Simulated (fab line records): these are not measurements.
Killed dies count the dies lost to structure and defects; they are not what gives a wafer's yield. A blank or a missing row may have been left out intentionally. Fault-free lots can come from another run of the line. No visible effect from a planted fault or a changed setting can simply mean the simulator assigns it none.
fab line records    flow n5-finfet
record: lots: 3  wafers: 9  last-day: 17
route steps=1938 shown MOL_CONTACT_COAG@601 BEOL_M0_SAQP@632 BEOL_M4@1111 PASSIVATION@1936
lots that met no fault: taken from a fault-free run of the same line
start-h: hours from the record's opening day to when the first of the lot's shown wafers began    wait-h: hours from the lot's prior step to this one    " identical to the entry in the row above    L1.1+2: a row that stands for several wafers    - value missing, or start not given    * or withheld: withheld    < > ~ a bound
route shown NAME@n: a module of which the file shows steps, and the number in the route of the first    usual: mean/standard deviation taken from wafers without a fault    same: alike in all rows    chamber/n: place in a boat    sites: readings site by site    _std_site: the values' standard deviation    _edge_site: inner sites' mean taken away from outer sites' mean    radius-mm: how far each site lies from the wafer's centre    mask NAME#n: copy n    behind: the most recent tool/chamber to have shaped the wafer    hold: reason for holding the lot/hours on hold/outcome of the hold    device: whichever transistor did not switch (one of n, p or np)    end of line: at the end of the route, the tests of the same wafers    where a step has no rows: the recipe by itself    killed: not the wafer's yield, but the dies lost to structure and defects at the first sort    map: a wafer's dies, marking killed ones x, the rest . and places with no die _
set.NAME: setting as actually run; set.NAME@STEP: the setting as run at that earlier step    model.NAME: the simulator's own value behind a step, which no gauge read
lots at selected steps of the route; one table per step, one row per wafer
services: the hour from which a tool's chamber was out of use, counted from the record's first day as start-h (under 0 if before that day), plus the number of hours and why
== steps ==
step: N5_MOL_CONTACT_COAG_DEVELOP_39
recipe: develop-time-s: 30  developer: TMAH  resist: CAR-EUV  rinse-liquid: surfactant-rinse  dry: air-spin  dev-temp-c: 23
step: N5_MOL_CONTACT_COAG_DESCUM_45
recipe: chemistry: O2  time-s: 7  source-power-w: 50  bias-power-w: 20  pressure-mtorr: 20  rf-frequency-hz: 2.712e+07  temp-c: 40  resist: CAR-EUV  o2-flow-sccm: 225
step: N5_MOL_CONTACT_COAG_ETCH_65
recipe: chemistry: N2/H2  target: underlayer  target-depth-a: 130  mask-material: CAR-EUV  time-s: 10.4  ion-energy-ev: 200  pressure-mtorr: 30  source-w: 840  bias-w: 150  n2-flow-sccm: 200  h2-flow-sccm: 200  ends: cleared
step: N5_MOL_CONTACT_COAG_ETCH_66
recipe: chemistry: CF4  target: SiARC  target-depth-a: 130  mask-material: CAR-EUV  time-s: 21.7  ion-energy-ev: 80  pressure-mtorr: 40  source-w: 545  bias-w: 36  Ar_flow_sccm: 100  cf4-flow-sccm: 100  ends: cleared
step: N5_MOL_CONTACT_COAG_ALD_133
recipe: material: SiO2  target-thk-a: 50  temp-c: 100  ald-precursor-family: BDEAS  ald-co-reactant: O2-plasma  pulse-time-s: 1  co-reactant-pulse-time-s: 1  purge-time-s: 2  co-reactant-purge-time-s: 2  ald-cycles: 35  pressure-torr: 2
step: N5_MOL_CONTACT_COAG_ETCHBACK_134
recipe: chemistry: CHF3  target: SiO2  target-depth-a: 100  time-s: 6.7  ion-energy-ev: 200  pressure-mtorr: 30  source-w: 610  bias-w: 170  Ar_flow_sccm: 200  CHF3_flow_sccm: 50
step: N5_MOL_CONTACT_COAG_ETCH_67
recipe: chemistry: N2/H2  target: SOC  target-depth-a: 600  overetch-a: 210  mask-material: SiARC  temp-c: 40  time-s: 101.2  ion-energy-ev: 200  pressure-mtorr: 30  source-w: 840  bias-w: 150  n2-flow-sccm: 200  h2-flow-sccm: 200
step: N5_MOL_CONTACT_COAG_STRIP_68
recipe: chemistry: N2/H2  temp-c: 40  n2-flow-sccm: 200  h2-flow-sccm: 200  rf-frequency-hz: 6e+07
step: N5_MOL_CONTACT_COAG_STRIP_69
recipe: chemistry: N2/H2  temp-c: 40  n2-flow-sccm: 200  h2-flow-sccm: 200  rf-frequency-hz: 6e+07
step: N5_MOL_CONTACT_COAG_ETCHBACK_136
recipe: chemistry: CHF3  target: SiO2  target-depth-a: 250  time-s: 16.7  ion-energy-ev: 200  pressure-mtorr: 30  source-w: 610  bias-w: 170  Ar_flow_sccm: 200  CHF3_flow_sccm: 50
usual: chamber-pressure-mTorr: 30.001/0.026  drypump-motor-current-A: 5.9/0.45  oes-product-au: 0.76/0.064  rf-vpp-V: 524/9.2  showerhead-plenum-p-Torr: 2.38/0.07  throttle-valve-pct: 18.81/0.21
lot.wafer  tool         chamber  start-h  wait-h  chamber-pressure-mTorr  drypump-motor-current-A  oes-product-au  rf-hours-counter-h  rf-vpp-V  showerhead-plenum-p-Torr  throttle-valve-pct  model.SOC_of_MOL_CONTACT_COAG_COAT_62.thk-nm
L949.1     rie-diel-01  3        147.65   0.0     29.996                  6.7                      0.57            218                 532       2.46                      19.01               58.2
L949.3     "            2        "        "       30.002                  5.6                      0.63            95                  524       2.29                      18.67               58.2
L949.6     "            0        "        "       29.974                  5.9                      0.74            -                   514       2.28                      18.54               57.4
L960.1     rie-diel-04  2        217.22   0.0     29.994                  6.0                      0.78            115                 521       2.40                      18.50               57.2
L960.2     "            1        "        "       29.997                  5.6                      0.80            103                 522       2.41                      18.94               57.2
L960.4     "            0        "        "       30.033                  5.3                      0.70            217                 506       2.37                      18.83               57.2
L961.1     rie-diel-01  0        221.19   0.0     30.054                  5.9                      0.71            187                 514       2.27                      18.59               57.6
L961.4     "            1        "        "       30.002                  6.2                      0.82            90                  534       2.40                      18.87               57.2
L961.6     "            2        "        "       30.024                  5.6                      0.75            -                   523       2.28                      18.77               57.6
step: N5_MOL_CONTACT_COAG_STRIP_120
recipe: chemistry: CHF3  resist: SiARC  rf-frequency-hz: 6e+07
step: N5_MOL_CONTACT_COAG_VIA_ETCH_117
recipe: chemistry: C4F6/O2  target-depth-a: 400  overetch-a: 80  mask-material: SOC  target: SiO2  bias-w: 455  pressure-mtorr: 10  time-s: 26  source-w: 325  Ar_flow_sccm: 300  C4F6_flow_sccm: 10  O2_flow_sccm: 10  ion-energy-ev: 575.3  ends: end-point
usual: chamber-pressure-mTorr: 10.000/0.0098  drypump-motor-current-A: 5.9/0.45  oes-product-au: 0.69/0.052  rf-vpp-V: 1585/26  showerhead-plenum-p-Torr: 2.84/0.084  throttle-valve-pct: 41.2/0.33
lot.wafer  tool         chamber  start-h  wait-h  chamber-pressure-mTorr  drypump-motor-current-A  oes-product-au  rf-hours-counter-h  rf-vpp-V  showerhead-plenum-p-Torr  throttle-valve-pct  model.etch.depth-nm  model.MOL_CONTACT_COAG.feature-depth-nm
L949.1     rie-diel-01  3        147.68   0.0     10.011                  6.7                      0.70            218                 1610      2.93                      41.4                46.82                46.8
L949.3     "            2        "        "       10.010                  5.6                      0.78            95                  1587      2.73                      41.1                46.74                46.8
L949.6     "            0        "        "       9.996                   5.9                      0.68            -                   1558      2.72                      40.8                40.67                40.6
L960.1     rie-diel-04  2        217.26   0.0     9.989                   6.0                      0.69            115                 1580      2.86                      40.8                40.02                40
L960.2     "            1        "        "       10.002                  5.5                      0.71            103                 1580      2.87                      41.7                39.6                 39.6
L960.4     "            0        "        "       10.002                  5.3                      0.63            217                 1541      2.82                      41.5                40.06                40
L961.1     rie-diel-01  0        221.22   0.0     10.020                  5.9                      0.66            187                 1557      2.71                      40.8                41.09                41
L961.4     "            1        "        "       10.009                  6.1                      0.73            90                  1612      2.87                      41.6                39.89                39.8
L961.6     "            2        "        "       10.011                  5.6                      0.69            -                   1587      2.72                      41.0                40.75                40.8
step: N5_MOL_CONTACT_COAG_ETCH_124
recipe: chemistry: CH3F/O2  target: SiNx  target-depth-a: 65  mask-material: SOC  stop-on: SiOC  over-etch-frac: 0.3  ion-energy-ev: 120  pressure-mtorr: 30  source-w: 395  bias-w: 73  Ar_flow_sccm: 150  CH3F_flow_sccm: 30  O2_flow_sccm: 20  ends: end-point
usual: chamber-pressure-mTorr: 30.00/0.031  drypump-motor-current-A: 5.9/0.45  oes-product-au: 0.66/0.051  rf-vpp-V: 297/5.3  showerhead-plenum-p-Torr: 2.00/0.061  throttle-valve-pct: 16.40/0.21
lot.wafer  tool         chamber  start-h  wait-h  chamber-pressure-mTorr  drypump-motor-current-A  oes-product-au  rf-hours-counter-h  rf-vpp-V  showerhead-plenum-p-Torr  throttle-valve-pct
L949.1     rie-diel-01  3        147.71   0.0     29.99                   6.7                      0.35            218                 302       2.07                      16.64
L949.3     "            2        "        "       30.00                   5.6                      0.37            95                  298       1.92                      16.30
L949.6     "            0        "        "       29.99                   5.9                      0.64            -                   292       1.91                      16.15
L960.1     rie-diel-04  2        217.28   0.0     30.03                   6.0                      0.66            115                 294       2.01                      16.09
L960.2     "            1        "        "       29.99                   5.5                      0.68            103                 296       2.02                      16.50
L960.4     "            0        "        "       29.97                   5.3                      0.60            217                 289       1.99                      16.42
L961.1     rie-diel-01  0        221.25   0.0     30.04                   5.9                      0.63            187                 291       1.90                      16.20
L961.4     "            1        "        "       29.97                   6.2                      0.70            90                  304       2.02                      16.44
L961.6     "            2        "        "       29.96                   5.6                      0.66            -                   298       1.91                      16.36
step: N5_MOL_CONTACT_COAG_ETCH_48
recipe: chemistry: C4F6/O2  target-depth-a: 150  overetch-a: 45  mask-material: SOC  target: SiOC  bias-w: 465  pressure-mtorr: 10  time-s: 17  source-w: 335  Ar_flow_sccm: 300  C4F6_flow_sccm: 10  O2_flow_sccm: 10  ion-energy-ev: 576
usual: chamber-pressure-mTorr: 9.999/0.0092  drypump-motor-current-A: 5.9/0.45  oes-product-au: 0.64/0.055  rf-vpp-V: 1587/26  showerhead-plenum-p-Torr: 2.84/0.084  throttle-valve-pct: 40.8/0.33
lot.wafer  tool         chamber  start-h  wait-h  chamber-pressure-mTorr  drypump-motor-current-A  oes-product-au  rf-hours-counter-h  rf-vpp-V  showerhead-plenum-p-Torr  throttle-valve-pct  model.SOC_of_MOL_CONTACT_COAG_COAT_62.thk-nm
L949.1     rie-diel-01  3        147.75   0.0     10.009                  6.7                      0.28            218                 1613      2.93                      40.7                46.8
L949.3     "            2        "        "       9.993                   5.6                      0.31            95                  1589      2.73                      40.4                47.2
L949.6     "            0        "        "       9.996                   5.9                      0.64            -                   1559      2.72                      40.3                46.2
L960.1     rie-diel-04  2        217.32   0.0     10.005                  6.0                      0.64            115                 1580      2.86                      40.4                46
L960.2     "            1        "        "       9.993                   5.6                      0.70            103                 1582      2.87                      41.3                45.6
L960.4     "            0        "        "       9.994                   5.3                      0.60            217                 1542      2.82                      41.0                45.8
L961.1     rie-diel-01  0        221.29   0.0     10.003                  5.9                      0.59            187                 1558      2.71                      40.3                46.4
L961.4     "            1        "        "       10.000                  6.2                      0.65            90                  1615      2.87                      41.1                45.4
L961.6     "            2        "        "       9.992                   5.6                      0.65            -                   1588      2.72                      40.6                46.4
step: N5_MOL_CONTACT_COAG_STRIP_72
recipe: chemistry: N2/H2  power-w: 450  temp-c: 40  pressure-mtorr: 20  rf-frequency-hz: 6e+07  overash-fraction: 3  bias-power-w: 7  h2-frac: 0.5  n2-flow-sccm: 200  h2-flow-sccm: 200
step: N5_MOL_CONTACT_COAG_STRIP_49
recipe: chemistry: N2/H2  time-s: 30  power-w: 1000  temp-c: 250  pressure-mtorr: withheld  n2-flow-sccm: 1750  h2-flow-sccm: 3250
step: N5_MOL_CONTACT_COAG_PRECLEAN_138
recipe: chemistry: alkaline-clean  temp-c: 60  time-s: 60  do-ppb: 50
step: N5_MOL_CONTACT_COAG_SRD_139
recipe: dry: ipa-marangoni  time-s: 30  temp-c: 23  rinse-liquid: diw
step: N5_MOL_CONTACT_COAG_PRE_CLEAN_121
recipe: gas: H2/He  time-s: *  temp-c: withheld
step: N5_MOL_CONTACT_COAG_CVD_140
recipe: material: W  target-thk-a: 665  mode: selective-fill  temp-c: 300  time-s: 215
step: N5_MOL_CONTACT_COAG_PRECLEAN_127
recipe: chemistry: DIW  time-s: 57.5  temp-c: 23
step: N5_MOL_CONTACT_COAG_SRD_128
recipe: dry-time-s: 32  dry: n2-spin  spin-rpm: 1500
step: N5_MOL_CONTACT_COAG_CMP_52
recipe: stop-on: SiO2  t-overpolish-s: 1.5  post-cmp-clean: w-dilute-nh4oh  down-force-psi: 4  platen-rpm: 50.289  pad-velocity-m-s: 1.0006  target-thk-nm: 66.5
step: N5_MOL_CONTACT_COAG_ANNEAL_112
recipe: temp-c: 400  time-s: 1800  ambient: HPD2  pressure-atm: 10
step: N5_BEOL_M0_SAQP_PECVD_00
recipe: material: SiCN  target-thk-a: 80  temp-c: withheld  precursor: 3MS/NH3  pressure-torr: 3  rf-w: 202  time-s: 14
step: N5_BEOL_M0_SAQP_ILD_DEP_01
recipe: material: SiOC  target-thk-a: 454.19  temp-c: 350  precursor: DEMS/O2  pressure-torr: 5  rf-w: 500  time-s: 8.7
step: N5_BEOL_M0_SAQP_HM_DEP_02
recipe: material: TiN  target-thk-a: 120  temp-c: 25  chamber-pressure-pa: 0.49996
step: N5_BEOL_M0_SAQP_PECVD_03
recipe: material: SiCN  target-thk-a: 120  temp-c: withheld  precursor: 3MS/NH3  pressure-torr: 3  rf-w: 202  time-s: 21.1
step: N5_BEOL_M0_SAQP_PECVD_96
recipe: material: a-Si  target-thk-a: 450  temp-c: 350  precursor: SiH4/He  pressure-torr: 3  rf-w: 100  time-s: 45.2
step: N5_BEOL_M0_SAQP_PECVD_97
recipe: material: SiNx  target-thk-a: 230  temp-c: 350  precursor: SiH4/NH3/N2  pressure-torr: 1.5  rf-w: 300  time-s: 19.9
step: N5_BEOL_M0_SAQP_PECVD_04
recipe: material: a-Si  target-thk-a: 600  temp-c: 350  precursor: SiH4/He  pressure-torr: 3  rf-w: 100  time-s: 60.2
step: N5_BEOL_M0_SAQP_HM_DEP_111
recipe: material: SiO2  target-thk-a: 120  temp-c: 400  precursor: SiH4/N2O  pressure-torr: 0.75  rf-w: 275  time-s: 7.2
step: N5_BEOL_M0_SAQP_COAT_81
recipe: resist: SOC  temp-c: 250  time-s: 60  spin-rpm: 1500  resist-thk-nm: 100
step: N5_BEOL_M0_SAQP_COAT_82
recipe: resist: SiARC  temp-c: 220  time-s: 60  spin-rpm: 1500  resist-thk-nm: 30
step: N5_BEOL_M4_RC_MEAS_101
usual: DIBL_N: 36.1/1.6  DIBL_P: 35.8/2.1  IOFF_N: 0.16/0.031  IOFF_P: 0.21/0.034  ION_N: 673/12  ION_P: 461/7.2  SS_N: 71.4/0.59  SS_P: 73.3/0.63  VT_N: 250/3.1  VT_P: -250/3.3
lot.wafer  tool       chamber  start-h  wait-h  DIBL_N[mV/V]  DIBL_P[mV/V]  IOFF_N[nA/um]  IOFF_P[nA/um]  ION_N[uA/um]  ION_P[uA/um]  SS_N[mV/dec]  SS_P[mV/dec]  VT_N[mV]  VT_P[mV]
L949.6     prober-01  0        228.78   0.8     37.4          37.6          0.16           0.24           682           472           71.1          73.5          251       -248
L960.1     prober-01  0        284.14   0.0     32.9          31.4          0.10           0.15           633           446           70.2          71.6          260       -256
L960.2     "          0        "        "       35.6          34.5          0.14           0.20           675           460           71.4          73.2          252       -253
L960.4     "          0        "        "       34.8          34.1          0.13           0.19           660           449           70.8          72.9          251       -253
L961.1     prober-02  0        295.03   0.0     36.1          36.2          0.17           0.25           675           465           72.4          74.2          247       -245
L961.4     "          0        "        "       35.5          35.8          0.16           0.23           671           468           71.3          74.2          248       -247
L961.6     "          0        "        "       36.2          37.0          0.16           0.25           672           470           71.8          73.3          250       -246
step: N5_PASSIVATION_PROBE_49
usual: defect-limited-yield: 91.0/1.5  killed_at_M0_to_M3: 35/11  killed_at_M4_up: 13/6  killed-at-contacts: 14/6.5  killed-at-front-end: 40/12  killed-at-other: 4/3.4  killed-dies: 106/18  killed-on-rim: 14/4.7  killed-open: 68/14  killed-short: 35/7.7  sort_bin_5_function: 5.2/0.98  sort_bin_6_memory: 3.4/0.72  sort_bin_8_speed: 0.02/0.24  sort-n-pass: 1074/18  sort-yield-pct: 91.0/1.5
same: gross-dies: 1180  killed-at-back-side: 0  sort_bin_4_leakage[%]: 0
lot.wafer  tool       chamber  start-h  wait-h  defect-limited-yield[%]  killed_at_M0_to_M3  killed_at_M4_up  killed-at-contacts  killed-at-front-end  killed-at-other  killed-dies  killed-on-rim  killed-open  killed-short  sort_bin_5_function[%]  sort_bin_6_memory[%]  sort_bin_8_speed[%]  sort-n-pass  sort-yield-pct[%]
L949.1     prober-01  -        335.55   0.0     17.3                     30                  4                890                 47                   5                976          143            55           38            79.7                    2.6                   0                    204          17.3
L949.3     prober-01  -        335.65   0.1     10.4                     31                  17               932                 65                   12               1057         98             88           48            84.5                    4.5                   0                    123          10.4
L960.1     prober-01  -        382.16   0.0     92.2                     35                  9                15                  24                   9                92           19             57           32            4.7                     2.7                   2.88                 1054         89.3
L960.2     prober-01  -        382.21   0.1     90.9                     34                  8                9                   40                   16               107          16             57           43            5.2                     3.1                   0                    1073         90.9
L960.4     prober-01  -        382.31   0.2     91.0                     48                  11               12                  28                   7                106          9              74           29            5.5                     3.1                   0                    1074         91.0
L961.1     prober-02  -        396.18   0.0     90.8                     36                  6                25                  39                   3                109          17             82           26            4.9                     4.2                   0                    1071         90.8
killed by level:class
L949.1 MOL_CONTACT_COAG:area-etch=883 BEOL_M1:geometric-particle:open=10 STI_FIN_REVEAL:geometric-particle:open=8 FIN_SAQP:geometric-particle:short=6 BEOL_M0_SAQP:geometric-particle:short=6 MOL_CONTACT_COAG:geometric-particle:open=5 FIN_SAQP:geometric-particle:open=4 BEOL_M0_SAQP:geometric-particle:open=4
L949.3 MOL_CONTACT_COAG:area-etch=920 FIN_SAQP:geometric-particle:open=16 STI_FIN_REVEAL:geometric-particle:open=14 MOL_CONTACT_COAG:geometric-particle:open=11 FIN_SAQP:geometric-particle:short=9 BEOL_M0_SAQP:geometric-particle:open=8 BEOL_M4:geometric-particle:open=8 BEOL_M0_SAQP:geometric-particle:short=6
L960.1 MOL_CONTACT_COAG:geometric-particle:open=11 BEOL_M1:geometric-particle:open=8 BEOL_M2:geometric-particle:open=7 BEOL_M0_SAQP:geometric-particle:open=7 STI_FIN_REVEAL:geometric-particle:short=4 STI_FIN_REVEAL:geometric-particle:open=4 DUMMY_GATE:geometric-particle:open=4 MOL_CONTACT_COAG:geometric-particle:short=4
L960.2 FIN_SAQP:geometric-particle:short=8 BEOL_M2:geometric-particle:open=8 DUMMY_GATE:geometric-particle:open=7 MOL_CONTACT_COAG:geometric-particle:open=6 PASS1_DEP:geometric-particle:short=6 BEOL_M0_SAQP:geometric-particle:open=5 BEOL_M3:geometric-particle:open=5 PASS1_DEP:geometric-particle:open=5
L960.4 MOL_CONTACT_COAG:geometric-particle:open=10 BEOL_M1:geometric-particle:open=9 BEOL_M0_SAQP:geometric-particle:open=8 BEOL_M3:geometric-particle:open=8 BEOL_M2:geometric-particle:open=7 BEOL_M0:geometric-particle:open=5 BEOL_M0_SAQP:geometric-particle:short=5 STARTING-WAFER:geometric-particle:short=4
L961.1 MOL_CONTACT_COAG:geometric-particle:open=23 BEOL_M2:geometric-particle:open=11 FIN_SAQP:geometric-particle:open=10 BEOL_M1:geometric-particle:open=8 STI_FIN_REVEAL:geometric-particle:open=7 DUMMY_GATE:geometric-particle:open=6 BEOL_M0_SAQP:geometric-particle:short=6 FIN_SAQP:geometric-particle:short=5
map L949.3 (x killed, . not)
_________________.xxxx.xxxxxx________________
______________..x.xxxxxxxxxxxxxx_____________
___________.x.xxx.xxxxxxxxxxxxxxxxx__________
__________.xxxxxxxxxxxxxxxxxxxxxxxxx_________
________.x.xxxxxxxxxxxxxxxxxxxxxxxxxxx_______
_______xx.xxxxxxxxxxxxxxxxxxxxxxxxxxxxx______
______xxxx.xxxxxxxxxxxxxxxxxxxxxxxxxxxxx_____
_____xxxxxxxxxxxxxxxxxxxxxxxxxxxxxxxxxxxx____
____x..xxxxxxxxxxxxxxxxxxxxxxxxxxxxxxxxxxx___
___xx.x.xxxxxxxxxxxxxxxxxxxxxxxxxxxxxxxxxxx__
___.xxxxxxxxxxxxxxxxxxxxxxxxxxxxxxxxxxxxxxx__
__.xxxxxxxxxxxxxxxxxxxxxxxxxxxxxxxxxxxxxxxx._
__.xxxxxxxxxxxxxxxxxxxxxxxxxxxxxxxxxxxxxxxxx_
_..xxxxxxxxxxxxxxxxxxxxxxxxxxxxxxxxxxxxxxxx.x
_xxxxxxxxxxxxxxxxxxxxxxxxxxxxxxxxxxxxxxxxx..x
_.xx.xxxxxxxxxxxxxxxxxxxxxxxxxxxxxxxxxxxxxxxx
_xxxxxxxxxxxxxxxxxxxxxxxxxxxxxxxxxxxxxxxxxxxx
_xxxxxxxxxxxxxxxxxxxxxxxxxxxxxxxxxxxxxxxx.xxx
_xxxxxxxxxxxxxxxxxxxxxxxxxxxxxxxxxxxxxxxxxxxx
_xxxxxxxxxxxxxxxxxxxxxxxxxxxxxxxxxxxxxxxxxxx.
_..xxxxxxxxxxxxxxxxxxxxxxxxxxxxxxxxxxxxxxxxxx
__xx.xxxxxxxxxxxxxxxxxxxxxxxxxxxxxxxxxxxxxxx_
__xxxx.xxxxxxxxxxxxxxxxxxxxxxxxxxxxxxxxx.xxx_
___xxx.xxxxxxxxxxxxxxxxxxxxxxxxxxxxxxxxxx..__
___xxxxxxxxxxxxxxxxxxxxxxxxxxxxxxxx.xx..xx.__
____.xxx.xxxxxxxxxxxxxxxxxxxxxx.xxxx.x..x.___
_____x.xxxxxxxxxxxxxxxxxxxxx.xxxxxxxxx.x.____
______xxxxxxxxxxxxxxxxxxxxxx.xxxxxxx..xx_____
_______.xx..xxxxxxxxxxxxxxx.x.xx.xx...x______
________.xx.xxxxxxx.x.xxxx.xx..xxx.x.._______
__________xxxxxxxxxx.........xx.xxxx_________
___________.xx.xx.xx.x........x..x.__________
______________x...xx.....x..x.xx_____________
_________________............________________
map L961.1 (x killed, . not)
_________________x...........________________
______________..x..x..........x._____________
___________x....x..............x...__________
__________.....x.x.....x...x........_________
________.............................._______
_______.........x......................______
______..............x................x.._____
_____...x.x...........x..................____
____.x....................................___
___....x.............x...x.........x.......__
___......................xxx....x..........__
__..x.....................x..............x.._
__....................x.x..................._
_............x........x.............x........
_............x.x...x..xx.....................
_..........x.x.x.....x.....x.......x...x...x.
_...xx........x............................x.
_.....x.....x.x.......x.x.............x......
_............x.xx..x......................x.x
_...........x........................x.....x.
_..............x.............................
__..x.......................x......x......x._
__..............x.....x...............x....._
___x.x.......................x.............__
___.............x..................x.......__
____x.x.............x.......x.x..x........___
_____..x.x..x......x.............x....x..____
______x.............x....x.x.......x...._____
_______............x...............x...______
________x............................x_______
__________....x...xx................_________
___________..............x.......x.__________
______________...............x.x_____________
_________________....x......x________________
== services ==
tool         chamber  start-h  hours  kind
rie-diel-04  3        149.90   3.7    repair
rie-diel-04  3        174.05   -      clean
rie-diel-04  3        174.05   -      consumable-replace:focus-ring
rie-diel-04  3        174.05   32.0   scheduled-down
rie-diel-04  3        174.05   32.0   vent-cycle
rie-diel-04  0        192.97   14.7   repair
== key ==
first-sign: step: N5_MOL_CONTACT_COAG_ETCHBACK_136  reading: oes-product-au  direction: down  sigmas: 2.6  usual: 0.76  struck: 0.60
effect: step: N5_MOL_CONTACT_COAG_ETCH_124  reading: oes-product-au  direction: down  sigmas: 5.8  usual: 0.66  struck: 0.36
effect: step: N5_MOL_CONTACT_COAG_ETCH_48  reading: oes-product-au  direction: down  sigmas: 6.3  usual: 0.64  struck: 0.30
effect: step: N5_PASSIVATION_PROBE_49  reading: killed-at-contacts  direction: up  sigmas: 99+  usual: 14  struck: 911
model-effect: step: N5_MOL_CONTACT_COAG_ETCHBACK_136  value: SOC_of_MOL_CONTACT_COAG_COAT_62.thk-nm  without: 57.4  struck: 58.2
model-effect: step: N5_MOL_CONTACT_COAG_VIA_ETCH_117  value: etch.depth-nm  without: 40.63  struck: 46.78
model-effect: step: N5_MOL_CONTACT_COAG_ETCH_48  value: SOC_of_MOL_CONTACT_COAG_COAT_62.thk-nm  without: 46.2  struck: 47
more-kills-born-at: N5_MOL_CONTACT_COAG_VIA_ETCH_117@rie-diel-01: 920  N5_MOL_CONTACT_COAG_ETCH_48@rie-diel-01: 883
met-at N5_MOL_CONTACT_COAG_ETCHBACK_136
struck-wafers L949.1,L949.3
later-rows-left-out L949.1,L949.3
fault: kind: process-parameter-drift  tool: rie-diel-01  chamber: -  onset-h: 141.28  steps: N5_MOL_CONTACT_COAG_ETCHBACK_136  channel: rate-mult  offset: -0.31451  shape: step  end-h: 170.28  scope: struck-wafers-only
later-rows-left-out: the simulator's readings of these wafers behind a module that went badly wrong aren't trusted and aren't shown, but for the sort
